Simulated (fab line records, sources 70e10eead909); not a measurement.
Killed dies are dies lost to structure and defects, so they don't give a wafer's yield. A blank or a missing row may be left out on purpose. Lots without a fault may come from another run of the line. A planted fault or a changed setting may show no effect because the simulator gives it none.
fab line records | flow nand_harc | part 1 of 2: steps 1 to 23 of 29
record lots=5 wafers=15 last_day=34
route steps=1302 shown A_ONON_D1@445 A_CHANNEL_HOLE_D1@450
lots that met no fault: from a run of the same line without faults
start_h: hours from the record's first day to the start of the lot's first wafer shown | wait_h: hours since the lot's step before | " the same as in the row above | L1.1+2: a row that stands for several wafers | - no value, or no start given | * or withheld: withheld | < > ~ a bound
route shown NAME@n: a module of which the file shows steps, and the number in the route of the first | usual: mean/standard deviation of fault-free wafers | same: alike in all rows | chamber/n: place in a boat | sites: the reading at each site | _std_site: their standard deviation | _edge_site: outer sites' mean less inner sites' | radius_mm: how far each site lies from the wafer's centre | mask NAME#n: copy n | behind: the tool/chamber that last shaped the wafer | hold: why the lot was held/for how many hours/how that ended | device: the transistor (n, p or np) that didn't switch | end of line: the same wafers' tests at the end of the route | a step without rows: its recipe alone | killed: dies lost to structure and defects at the first sort, not the wafer's yield | map: a wafer's dies, x killed, . not, _ none there
set.NAME: the setting as run; set.NAME@STEP: as run at that earlier step | model.NAME: the simulator's own value behind a step, which no gauge read
lots at some steps of the route; a table a step, a row a wafer
services: from which hour (start_h, from the record's first day; less than 0 if before it) a tool's chamber was out of use, for how many hours, and why
## steps
# step NHARC_A_ONON_D1_THK_MEAS_30
# recipe thk_meas_gauge=ellipsometry
# usual thk_nm=1001/11
# columns lot.wafer tool chamber start_h wait_h thk_nm
L077.2 film_metro-01 - 209.98 - 1003
L077.4 " - " " 1002
L077.5 " - " " 1004
L081.3 film_metro-02 - 247.71 - 1001
L081.4 " - " " 1000
L081.5 " - " " 1001
L086.1 film_metro-02 - 304.30 - 983
L086.2 " - " " 985
L086.6 " - " " 984
L092.2 film_metro-02 - 362.27 - 985
L092.4 " - " " 985
L092.5 " - " " 986
L097.2 film_metro-01 - 408.42 - 1001
L097.4 " - " " 999
L097.6 " - " " 1000
# step NHARC_A_ONON_D1_DEP_33
# recipe target_thk_a=2000 temp_c=400 pressure_torr=6.5 rf_w=900 teos_flow_sccm=161.4 flow_sccm=2650 target_thk_nm=200 gas=O2 material=SiO2
# usual chamber_pressure_Torr=6.499/0.015 heater_power_w=599/120 throttle_valve_pct=15.9/0.48
# columns lot.wafer tool chamber start_h wait_h chamber_pressure_Torr heater_power_w throttle_valve_pct
L077.2 pecvd-02 0 210.08 0.1 6.492 430 15.5
L077.5 " 2 " " 6.488 737 15.4
L077.4 " 1 " " 6.500 605 16.0
L081.3 pecvd-02 1 247.77 0.1 6.508 625 15.9
L081.4 " 1 " " 6.517 642 16.2
L081.5 " 2 " " 6.485 666 15.1
L086.1 pecvd-03 0 304.36 0.1 6.510 591 15.6
L086.2 " 2 " " 6.506 640 16.1
L086.6 " 2 " " 6.513 637 15.7
L092.2 pecvd-02 1 362.33 0.1 6.483 695 16.3
L092.4 " 1 " " 6.496 691 16.1
L092.5 " 1 " " 6.498 528 16.1
L097.2 pecvd-03 1 408.54 0.1 6.504 543 16.3
L097.4 " 2 " " 6.499 634 15.2
L097.6 " 2 " " 6.495 643 15.5
# step NHARC_A_ONON_D1_THK_MEAS_34
# recipe thk_meas_gauge=ellipsometry
# usual thk_nm=200/3.5
# columns lot.wafer tool chamber start_h wait_h thk_nm
L077.2 film_metro-02 - 210.44 - 196
L077.4 " - " " 197
L077.5 " - " " 200
L081.3 film_metro-02 - 248.18 - 196
L081.4 " - " " 202
L081.5 " - " " 201
L086.1 film_metro-01 - 304.77 - 195
L086.2 " - " " 194
L086.6 " - " " 199
L092.2 film_metro-01 - 362.87 0.5 197
L092.4 " - " " 200
L092.5 " - " " 203
L097.2 film_metro-02 - 409.02 0.4 198
L097.4 " - " " 199
L097.6 " - " " 199
# step NHARC_A_ONON_D1_INSPECT_32
# usual raw_defect_count=71/24
# columns lot.wafer tool chamber start_h wait_h raw_defect_count
L077.2 defect_inspect-02 - 210.53 0.0 73
L077.4 " - " " 45
L077.5 " - " " 98
L081.3 defect_inspect-02 - 248.27 0.0 84
L081.4 " - " " 56
L081.5 " - " " 67
L086.1 defect_inspect-02 - 304.86 0.0 74
L086.2 " - " " 97
L086.6 " - " " 101
L092.2 defect_inspect-02 - 362.93 0.0 35
L092.4 " - " " 85
L092.5 " - " " 41
L097.2 defect_inspect-01 - 409.11 0.0 44
L097.4 " - " " 67
L097.6 " - " " 74
# step NHARC_A_CHANNEL_HOLE_D1_DEP_00
# recipe target_thk_a=31000 temp_c=400 material=aC
# usual throttle_valve_pct=35.000/0.0089
# columns lot.wafer tool chamber start_h wait_h throttle_valve_pct
L077.2 acl_dep-01 0 212.11 1.6 34.976
L077.4 " 0 " " 35.001
L077.5 " 0 " " 35.005
L081.3 acl_dep-01 0 249.93 1.7 35.002
L081.4 " 0 " " 35.004
L081.5 " 0 " " 34.995
L086.1 acl_dep-01 0 306.28 1.4 35.017
L086.2 " 0 " " 35.001
L086.6 " 0 307.85 3.0 34.985
L092.2 acl_dep-03 0 364.10 1.2 35.000
L092.4 " 0 " " 34.989
L092.5 " 0 " " 35.009
L097.2 acl_dep-03 0 409.83 0.7 35.010
L097.4 " 0 " " 35.002
L097.6 " 0 " " 35.000
# step NHARC_A_CHANNEL_HOLE_D1_DEP_01
# recipe target_thk_a=1400 target_thk_nm=140 temp_c=400 pressure_torr=3.5 flow_sccm=200 rf_w=350 material=SiON
# usual chamber_pressure_Torr=3.501/0.008 heater_power_w=768/130
# columns lot.wafer tool chamber start_h wait_h chamber_pressure_Torr heater_power_w
L077.2 pecvd-04 1 213.76 1.3 3.498 577
L077.5 " 1 " " 3.495 589
L077.4 " 0 " " 3.492 954
L081.3 pecvd-03 0 251.26 1.0 3.493 743
L081.5 " 2 " " 3.503 841
L081.4 " 1 " " 3.485 849
L086.2 pecvd-01 1 308.18 1.3 3.506 1028
L086.1 " 2 " " 3.503 710
L086.6 " 1 " " 3.509 986
L092.2 pecvd-04 1 365.77 1.4 3.488 641
L092.4 " 2 " " 3.498 770
L092.5 " 1 " " 3.486 636
L097.2 pecvd-04 1 411.49 1.3 3.510 640
L097.4 " 2 " " 3.520 796
L097.6 " 1 " " 3.497 521
# step NHARC_A_CHANNEL_HOLE_D1_DEHYDRATE_02
# recipe temp_c=150 time_s=120
# usual heater_power_total_W=182.5/1.3
# columns lot.wafer tool chamber start_h wait_h heater_power_total_W
L077.2 litho_track-06 0 214.03 0.2 181.2
L077.4 " 0 " " 182.9
L077.5 " 0 " " 184.0
L081.3 litho_track-06 0 251.51 0.2 181.3
L081.4 " 0 " " 181.1
L081.5 " 0 " " 181.0
L086.1 litho_track-01 0 308.45 0.2 182.0
L086.2 " 0 " " 181.1
L086.6 " 0 " " 180.9
L092.2 litho_track-01 0 365.98 0.2 180.9
L092.4 " 0 " " 180.7
L092.5 " 0 " " 184.8
L097.2 litho_track-01 0 411.71 0.2 182.1
L097.4 " 0 " " 181.0
L097.6 " 0 " " 180.8
# step NHARC_A_CHANNEL_HOLE_D1_HMDS_03
# recipe time_s=30
# columns lot.wafer tool chamber start_h wait_h
L077.2+4+5 litho_track-06 0 - -
L081.3+4+5 litho_track-06 0 - -
L086.1+2+6 litho_track-01 0 - -
L092.2+4+5 litho_track-01 0 - -
L097.2+4+6 litho_track-01 0 - -
# step NHARC_A_CHANNEL_HOLE_D1_COAT_36
# recipe temp_c=260 time_s=75
# usual heater_power_total_W=486.7/1.7
# columns lot.wafer tool chamber start_h wait_h heater_power_total_W
L077.2 litho_track-06 0 - - 484.8
L077.4 " 0 " " 487.0
L077.5 " 0 " " 488.2
L081.3 litho_track-06 0 - - 489.0
L081.4 " 0 " " 487.1
L081.5 " 0 " " 489.7
L086.1 litho_track-01 0 - - 487.8
L086.2 " 0 " " 487.1
L086.6 " 0 " " 485.0
L092.2 litho_track-01 0 - - 489.6
L092.4 " 0 " " 485.0
L092.5 " 0 " " 485.0
L097.2 litho_track-01 0 - - 485.2
L097.4 " 0 " " 488.1
L097.6 " 0 " " 487.4
# step NHARC_A_CHANNEL_HOLE_D1_COAT_37
# recipe temp_c=225 time_s=65
# usual heater_power_total_W=446.9/2
# columns lot.wafer tool chamber start_h wait_h heater_power_total_W
L077.2 litho_track-06 0 - - 445.6
L077.4 " 0 " " 446.1
L077.5 " 0 " " 444.2
L081.3 litho_track-06 0 - - 449.8
L081.4 " 0 " " 446.2
L081.5 " 0 " " 449.7
L086.1 litho_track-01 0 - - 443.9
L086.2 " 0 " " 445.5
L086.6 " 0 " " 445.2
L092.2 litho_track-01 0 - - 444.0
L092.4 " 0 " " 444.0
L092.5 " 0 " " 448.3
L097.2 litho_track-01 0 - - 445.8
L097.4 " 0 " " 448.1
L097.6 " 0 " " 447.7
# step NHARC_A_CHANNEL_HOLE_D1_COAT_04
# recipe spin_rpm=1500 resist_thk_nm=90
# usual dispense_pressure_kPa=53.1/2.4 spin_speed_rpm=1500.0/1.2
# columns lot.wafer tool chamber start_h wait_h dispense_pressure_kPa spin_speed_rpm
L077.2 litho_track-06 0 - - 57.1 1501.2
L077.4 " 0 " " 57.1 1500.2
L077.5 " 0 " " 57.1 1499.7
L081.3 litho_track-06 0 - - 57.1 1499.6
L081.4 " 0 " " 57.1 1500.1
L081.5 " 0 " " 57.1 1499.4
L086.1 litho_track-01 0 - - 52.8 1499.3
L086.2 " 0 " " 52.8 1501.9
L086.6 " 0 " " 52.8 1499.8
L092.2 litho_track-01 0 - - 52.8 1502.7
L092.4 " 0 " " 52.8 1500.4
L092.5 " 0 " " 52.8 1498.0
L097.2 litho_track-01 0 - - 52.8 1499.6
L097.4 " 0 " " 52.8 1498.6
L097.6 " 0 " " 52.8 1500.9
# step NHARC_A_CHANNEL_HOLE_D1_SOFTBAKE_05
# recipe temp_c=105 time_s=55
# usual heater_power_total_W=188.43/0.12
# columns lot.wafer tool chamber start_h wait_h heater_power_total_W
L077.2 litho_track-06 0 - - 188.38
L077.4 " 0 " " 188.71
L077.5 " 0 " " 188.35
L081.3 litho_track-06 0 - - 188.31
L081.4 " 0 " " 188.33
L081.5 " 0 " " 188.74
L086.1 litho_track-01 0 - - 188.34
L086.2 " 0 " " 188.45
L086.6 " 0 " " 188.42
L092.2 litho_track-01 0 - - 188.35
L092.4 " 0 " " 188.38
L092.5 " 0 " " 188.38
L097.2 litho_track-01 0 - - 188.26
L097.4 " 0 " " 188.38
L097.6 " 0 " " 188.61
# step NHARC_A_CHANNEL_HOLE_D1_EBR_06
# columns lot.wafer tool chamber start_h wait_h
L077.2+4+5 litho_track-06 0 - -
L081.3+4+5 litho_track-06 0 - -
L086.1+2+6 litho_track-01 0 - -
L092.2+4+5 litho_track-01 0 - -
L097.2+4+6 litho_track-01 0 - -
# step NHARC_A_CHANNEL_HOLE_D1_EXPOSE_07
# recipe na=1.35 target_cd_nm=100 sigma_outer=0.3 dose_mj=59.65 mask_id=HOLE_D1
# columns lot.wafer tool chamber start_h wait_h mask
L077.2+4+5 arfi_scanner-01 0 214.34 - HOLE_D1#0
L081.3+4+5 arfi_scanner-03 0 251.83 - HOLE_D1#0
L086.1+2+6 arfi_scanner-03 0 308.76 - HOLE_D1#0
L092.2+4+5 arfi_scanner-03 0 366.30 - HOLE_D1#0
L097.2+4+6 arfi_scanner-02 0 411.90 - HOLE_D1#0
# step NHARC_A_CHANNEL_HOLE_D1_PEB_08
# recipe peb_temp_c=100 peb_time_s=65
# usual heater_power_total_W=156.6/0.42
# columns lot.wafer tool chamber start_h wait_h heater_power_total_W
L077.2 litho_track-04 0 214.40 0.1 156.9
L077.4 " 0 " " 156.7
L077.5 " 0 " " 156.0
L081.3 litho_track-04 0 251.88 0.0 156.2
L081.4 " 0 " " 156.0
L081.5 " 0 " " 156.7
L086.1 litho_track-06 0 308.82 0.1 156.1
L086.2 " 0 " " 157.1
L086.6 " 0 " " 156.0
L092.2 litho_track-06 0 366.36 0.1 156.6
L092.4 " 0 " " 157.1
L092.5 " 0 " " 156.7
L097.2 litho_track-06 0 411.96 0.1 155.9
L097.4 " 0 " " 157.1
L097.6 " 0 " " 157.1
# step NHARC_A_CHANNEL_HOLE_D1_DEVELOP_09
# recipe develop_time_s=35 dev_temp_c=23
# columns lot.wafer tool chamber start_h wait_h
L077.2+4+5 litho_track-04 0 - -
L081.3+4+5 litho_track-04 0 - -
L086.1+2+6 litho_track-06 0 - -
L092.2+4+5 litho_track-06 0 - -
L097.2+4+6 litho_track-06 0 - -
# step NHARC_A_CHANNEL_HOLE_D1_CD_MEAS_10
# recipe target_cd_nm=100 landing_energy_ev=500
# usual cd_nm=99.9/0.67
# columns lot.wafer tool chamber start_h wait_h cd_nm
L077.2 cd_sem-03 0 214.48 - 100.9
L077.4 " 0 " " 101.6
L077.5 " 0 " " 100.4
L081.3 cd_sem-02 0 251.96 - 101.3
L081.4 " 0 " " 99.5
L081.5 " 0 " " 99.2
L086.1 cd_sem-03 0 308.90 - 100.6
L086.2 " 0 " " 99.7
L086.6 " 0 " " 99.8
L092.2 cd_sem-02 0 366.44 - 98.5
L092.4 " 0 " " 99.8
L092.5 " 0 " " 99.4
L097.2 cd_sem-03 0 412.04 - 99.9
L097.4 " 0 " " 99.1
L097.6 " 0 " " 100.5
# step NHARC_A_CHANNEL_HOLE_D1_OVL_MEAS_11
# usual overlay_x_nm=0.1/0.83 overlay_y_nm=0.0/0.93
# columns lot.wafer tool chamber start_h wait_h overlay_x_nm overlay_y_nm
L077.2 overlay-02 - 214.57 - -0.8 0.8
L077.4 " - " " -0.2 0.4
L077.5 " - " " 0.2 0.7
L081.3 overlay-02 - 252.05 - -0.1 -0.1
L081.4 " - " " 0.1 -0.1
L081.5 " - " " 0.4 -0.2
L086.1 overlay-01 - 308.99 - -1.1 -0.3
L086.2 " - " " -1.3 -0.4
L086.6 " - " " -1.2 -0.7
L092.2 overlay-02 - 366.52 - 0.7 0.6
L092.4 " - " " 0.6 1.3
L092.5 " - " " 0.6 0.4
L097.2 overlay-02 - 412.12 - 1.2 0.6
L097.4 " - " " 1.6 1.3
L097.6 " - " " 0.9 1.2
# step NHARC_A_CHANNEL_HOLE_D1_INSPECT_12
# usual raw_defect_count=5.5/2.8
# columns lot.wafer tool chamber start_h wait_h raw_defect_count
L077.2 defect_inspect-02 - 214.60 0.0 6
L077.4 " - " " 2
L077.5 " - " " 5
L081.3 defect_inspect-02 - 252.08 0.0 8
L081.4 " - " " 6
L081.5 " - " " 3
L086.1 defect_inspect-02 - 309.02 0.0 5
L086.2 " - " " 9
L086.6 " - " " 9
L092.2 defect_inspect-01 - 366.56 0.0 1
L092.4 " - " " 9
L092.5 " - " " 4
L097.2 defect_inspect-01 - 412.16 0.0 7
L097.4 " - " " 4
L097.6 " - " " 3
# step NHARC_A_CHANNEL_HOLE_D1_DESCUM_15
# recipe time_s=3 o2_flow_sccm=200 ar_flow_sccm=0 bias_power_w=0 chemistry=O2
# usual drypump_motor_current_A=5.8/0.35 oes_product_au=1.003/0.012 rf_vpp_V=57.8/1 showerhead_plenum_p_Torr=1.92/0.092 throttle_valve_pct=11.312/0.0087
# columns lot.wafer tool chamber start_h wait_h drypump_motor_current_A oes_product_au rf_hours_counter_h rf_vpp_V showerhead_plenum_p_Torr throttle_valve_pct
L077.2 rie_diel-07 1 214.66 0.1 5.5 0.992 27 56.8 1.80 11.298
L077.4 " 2 " " 5.9 1.015 27 59.2 1.99 11.311
L077.5 " 1 " " 5.4 0.983 - 57.9 1.80 11.308
L081.3 rie_diel-03 2 252.15 0.1 6.2 0.996 39 55.6 1.78 11.328
L081.4 " 3 " " 5.8 1.022 35 58.3 1.91 11.326
L081.5 " 2 " " 6.2 0.996 - 57.0 1.78 11.319
L086.1 rie_diel-05 3 309.09 0.1 5.6 1.005 5 58.4 1.95 11.303
L086.2 " 0 " " 5.5 0.987 6 58.7 1.99 11.320
L086.6 " 3 " " 5.6 1.014 - 56.4 1.95 11.307
L092.2 rie_diel-05 0 366.64 0.1 5.5 1.005 10 57.4 1.99 11.321
L092.4 " 1 " " 5.6 0.999 10 58.1 1.82 11.324
L092.5 " 2 " " 6.2 1.006 - 57.7 1.82 11.310
L097.2 rie_diel-07 3 412.22 0.1 5.8 1.013 30 58.1 2.02 11.322
L097.4 " 0 " " 5.9 1.007 29 58.0 2.04 11.311
L097.6 " 3 " " 5.8 1.019 - 58.3 2.02 11.309
# step NHARC_A_CHANNEL_HOLE_D1_ETCH_38
# recipe target_depth_a=390 over_etch_frac=0.3 time_s=65 ion_energy_ev=80 cf4_flow_sccm=150 ar_flow_sccm=0 rf_w=300 bias_w=100 chemistry=CF4
# usual drypump_motor_current_A=5.7/0.34 oes_product_au=1.004/0.013 rf_vpp_V=151.3/1.2 showerhead_plenum_p_Torr=1.77/0.078 throttle_valve_pct=13.284/0.0085
# columns lot.wafer tool chamber start_h wait_h drypump_motor_current_A oes_product_au rf_hours_counter_h rf_vpp_V showerhead_plenum_p_Torr throttle_valve_pct
L077.4 rie_diel-07 3 215.31 0.6 5.8 0.987 32 153.2 1.88 13.285
L077.2 " 0 " " 5.9 0.990 31 152.8 1.90 13.284
L077.5 " 2 " " 5.9 0.997 - 151.3 1.83 13.286
L081.3 rie_diel-03 1 252.23 0.1 6.3 1.003 40 152.5 1.83 13.289
L081.4 " 0 " " 4.8 1.000 44 151.5 1.75 13.280
L081.5 " 1 " " 6.3 1.005 - 152.2 1.83 13.272
L086.2 rie_diel-05 3 309.17 0.1 5.6 1.012 5 151.4 1.80 13.298
L086.1 " 0 " " 5.5 1.006 6 150.4 1.84 13.278
L086.6 " 3 " " 5.6 1.001 - 152.4 1.80 13.291
L092.4 rie_diel-05 2 366.71 0.1 6.1 1.005 10 150.5 1.69 13.298
L092.2 " 1 " " 5.5 0.991 10 149.8 1.69 13.294
L092.5 " 3 " " 5.6 1.005 - 151.1 1.80 13.281
L097.2 rie_diel-07 2 412.31 0.1 5.9 1.029 33 152.1 1.82 13.281
L097.4 " 3 " " 5.8 1.009 30 151.2 1.86 13.293
L097.6 " 3 " " 5.8 1.023 - 151.5 1.86 13.284
# step NHARC_A_CHANNEL_HOLE_D1_ETCH_39
# recipe target_depth_a=2600 over_etch_frac=0.3 time_s=325 ion_energy_ev=200 n2_flow_sccm=150 h2_flow_sccm=150 ar_flow_sccm=0 rf_w=400 bias_w=150 chemistry=N2/H2
# usual drypump_motor_current_A=5.8/0.34 h2_flow_sccm=149.9/0.44 oes_product_au=1.003/0.013 rf_vpp_V=430.6/2.9 showerhead_plenum_p_Torr=2.04/0.1 throttle_valve_pct=14.171/0.011
# columns lot.wafer tool chamber start_h wait_h drypump_motor_current_A h2_flow_sccm oes_product_au rf_hours_counter_h rf_vpp_V showerhead_plenum_p_Torr throttle_valve_pct
L077.4 rie_diel-07 3 - - 5.8 149.9 0.982 32 433.7 2.18 14.169
L077.2 " 1 " " 5.4 149.0 0.984 27 426.3 1.92 14.176
L077.5 " 2 " " 5.9 150.2 1.001 - 433.6 2.12 14.171
L081.3 rie_diel-03 1 - - 6.3 149.9 1.010 40 431.9 2.12 14.182
L081.4 " 3 " " 5.8 150.1 1.008 35 430.4 2.03 14.198
L081.5 " 1 " " 6.3 150.2 1.008 - 432.9 2.12 14.154
L086.2 rie_diel-05 1 - - 5.6 150.0 0.991 5 427.1 1.94 14.174
L086.1 " 2 " " 6.2 150.0 1.020 5 428.8 1.94 14.170
L086.6 " 1 " " 5.6 150.2 0.988 - 427.9 1.94 14.174
L092.4 rie_diel-05 3 - - 5.6 149.7 1.011 11 431.0 2.08 14.188
L092.2 " 0 " " 5.5 150.4 0.995 10 434.0 2.12 14.152
L092.5 " 2 " " 6.2 149.8 1.007 - 428.3 1.94 14.168
L097.2 rie_diel-07 1 - - 5.4 149.9 0.989 33 425.8 1.90 14.181
L097.4 " 3 " " 5.8 149.1 1.015 30 434.6 2.16 14.163
L097.6 " 0 " " 5.9 149.6 0.996 - 433.8 2.18 14.203
# step NHARC_A_CHANNEL_HOLE_D1_ETCH_34
# recipe target_depth_a=1540 time_s=77 cf4_flow_sccm=100 chf3_flow_sccm=30 ar_flow_sccm=0 rf_w=500 bias_w=200 chemistry=CF4/CHF3
# usual chf3_flow_sccm=30.01/0.088 drypump_motor_current_A=5.7/0.34 oes_product_au=0.949/0.026 rf_vpp_V=370.5/2.5 showerhead_plenum_p_Torr=1.58/0.072 throttle_valve_pct=16.802/0.0094
# columns lot.wafer tool chamber start_h wait_h chf3_flow_sccm drypump_motor_current_A oes_product_au rf_hours_counter_h rf_vpp_V showerhead_plenum_p_Torr throttle_valve_pct
L077.4 rie_diel-07 1 - - 29.98 5.4 0.919 28 369.0 1.49 16.803
L077.2 " 2 " " 30.14 5.9 0.930 28 371.9 1.63 16.826
L077.5 " 0 " " 29.99 5.9 0.925 - 374.6 1.69 16.796
L081.4 rie_diel-03 0 - - 30.01 4.8 0.906 44 370.4 1.56 16.804
L081.3 " 1 " " 30.10 6.3 0.936 40 371.1 1.63 16.785
L081.5 " 2 " " 29.98 6.2 0.922 - 366.3 1.47 16.807
L086.2 rie_diel-05 2 - - 30.09 6.1 0.936 5 368.8 1.51 16.803
L086.1 " 0 " " 30.01 5.5 0.919 6 373.6 1.63 16.788
L086.6 " 2 " " 30.03 6.1 0.936 - 368.2 1.51 16.807
L092.2 rie_diel-05 0 - - 29.92 5.5 0.966 11 371.5 1.63 16.817
L092.4 " 1 " " 29.98 5.5 0.959 10 367.5 1.50 16.799
L092.5 " 1 " " 29.98 5.5 0.965 - 368.6 1.50 16.796
L097.2 rie_diel-07 2 - - 30.09 5.9 1.007 33 371.4 1.62 16.810
L097.4 " 3 " " 29.96 5.8 0.976 30 373.7 1.66 16.805
L097.6 " 2 " " 29.94 5.9 1.010 - 371.7 1.62 16.809
